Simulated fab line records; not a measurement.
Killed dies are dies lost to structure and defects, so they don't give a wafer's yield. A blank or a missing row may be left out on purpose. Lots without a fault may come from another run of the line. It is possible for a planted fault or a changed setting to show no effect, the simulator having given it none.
A lot that was struck, set against a sound lot | flow n5_finfet | 37 steps out of a route of 1938
Sound: wafers L855.2, L855.4, L855.6. Struck: wafers L860.3, L860.5. (L860.6 of the same lot was not struck and is left out.) The cause comes at the end.
Order at every step that has rows: each side's tool, ch and its chambers, its first start. Under that, the readings that differ: sound wafers | struck wafers | difference of the means | sigmas: that difference in standard deviations of wafers without a fault.
alike: same words and numbers on both sides, and readings whose means sit less than 2 such deviations apart. not compared: any withheld reading, any reading some wafer has no value for, any bound like >300 that may hide the same value, and any number with overlapping values for which the record gives no deviation.
A row with sigmas, a row that says differs or no value, or rows on one side alone: a step with any of these is where the two part. Non-overlapping numbers with no deviation appear without sigmas and do not part them. A reading missing from all wafers of one side parts the sides only when that side holds two or more wafers.

first, 12 steps without rows for these wafers: N5_GATE_CUT_ETCH_28 (etches underlayer in N2/H2, target depth 13 nm, time 10.4 s); N5_GATE_CUT_ETCH_36 (etches SiARC in CF4, target depth 13 nm, time 21.7 s); N5_GATE_CUT_ETCH_37 (etches SOC in N2/H2, target depth 60 nm, overetch 12 nm, time 90 s); N5_GATE_CUT_STRIP_38 (strips in N2/H2); N5_GATE_CUT_STRIP_39 (strips in N2/H2); N5_GATE_CUT_HM_OPEN_40 (chemistry C4F6/O2, target SiO2, target depth 139 nm, time 85.1 s); N5_GATE_CUT_STRIP_41 (strips in CF4); N5_GATE_CUT_STRIP_42 (strips in O2); N5_GATE_CUT_ETCH_19 (etches SiNx in CH3F/O2, target depth 53.7 nm, time 76.7 s); N5_GATE_CUT_CUT_ETCH_53 (etches W in SF6/Cl2, target depth 79.2 nm); N5_GATE_CUT_CUT_ETCH_54 (etches TiN in Cl2/BCl3, target depth 96.7 nm); N5_GATE_CUT_CUT_ETCH_55 (etches HfO2 in BCl3, target depth 3.2 nm).
N5_GATE_CUT_ETCH_47: etches SiO2 in Cl2/BCl3, target depth 10 nm.
  sound on rie_metal-03 ch 0, day 5 13:29; struck on rie_metal-03 ch 1, day 6 17:06
  reading               | sound          | struck    | difference | sigmas
  oes_product_au (a.u.) | 0.92 0.93 0.92 | 0.59 0.59 | -0.33      | -3
  rf_fwd_power_W (W)    | 990 990 992    | 973 976   | -16        | -3
  alike: drypump_motor_current_A, throttle_valve_pct
  not compared: rf_hours_counter_h
then, 23 steps without rows for these wafers: N5_GATE_CUT_VAPOR_ETCH_48 (etches TiN in BCl3/Cl2); N5_GATE_CUT_VAPOR_ETCH_49 (etches TiAlC in BCl3/Cl2); N5_GATE_CUT_VAPOR_ETCH_51 (etches HfO2 in BCl3/Cl2); N5_GATE_CUT_STRIP_21 (strips in N2/H2, time 30 s); N5_GATE_CUT_STRIP_29 (strips in post etch residue remover, time 60 s); N5_GATE_CUT_SRD_52 (time 30 s); N5_GATE_CUT_ALD_22 (deposits SiNx, target thk 16 nm, pulse time 1 s, ald cycles 320); N5_GATE_CUT_CMP_23 (polishes, stops on SiO2, t overpolish 23.4 s, target thk 16 nm); N5_GATE_CUT_CMP_43 (polishes SiO2); N5_GATE_CUT_CMP_61 (polishes, stops on SiNx, t overpolish 3 s); N5_MOL_CONTACT_COAG_COAT_103 (time 60 s, resist thk 80 nm); N5_MOL_CONTACT_COAG_COAT_104 (time 60 s, resist thk 12 nm); N5_MOL_CONTACT_COAG_COAT_58 (time 60 s, resist thk 10 nm); N5_MOL_CONTACT_COAG_COAT_02 (resist thk 30 nm); N5_MOL_CONTACT_COAG_EBR_04; N5_MOL_CONTACT_COAG_SOFTBAKE_03 (time 60 s); N5_MOL_CONTACT_COAG_EXPOSE_05 (exposes mask CA, defocus 0 nm); N5_MOL_CONTACT_COAG_PEB_06 (peb time 60 s); N5_MOL_CONTACT_COAG_DEVELOP_07 (develop time 30 s); N5_MOL_CONTACT_COAG_DESCUM_13 (chemistry O2, time 7 s); N5_MOL_CONTACT_COAG_ETCH_59 (etches underlayer in N2/H2, target depth 13 nm, time 10.4 s); N5_MOL_CONTACT_COAG_ETCH_105 (etches SiARC in CF4, target depth 15.6 nm, time 26 s); N5_MOL_CONTACT_COAG_ETCH_106 (etches SOC in N2/H2, target depth 80 nm, overetch 16 nm, time 120 s).
-- the record jumps here: 7 days lie between the struck wafers' starts before and after (it left off in module MOL_CONTACT_COAG and takes up again in module PASSIVATION, whose first step shown is number 1936 of the route) --
N5_PASSIVATION_PROBE_49:
  only the struck wafers here have rows in the record (prober-01, day 13 07:16); the sound ones have none

## WHERE THEY PART
Last at N5_PASSIVATION_PROBE_49 as far as this record goes, first at N5_GATE_CUT_ETCH_47.

WHY: whatever the simulator had introduced
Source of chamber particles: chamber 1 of rie_metal-03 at N5_GATE_CUT_ETCH_47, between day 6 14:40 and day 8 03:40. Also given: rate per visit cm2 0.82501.
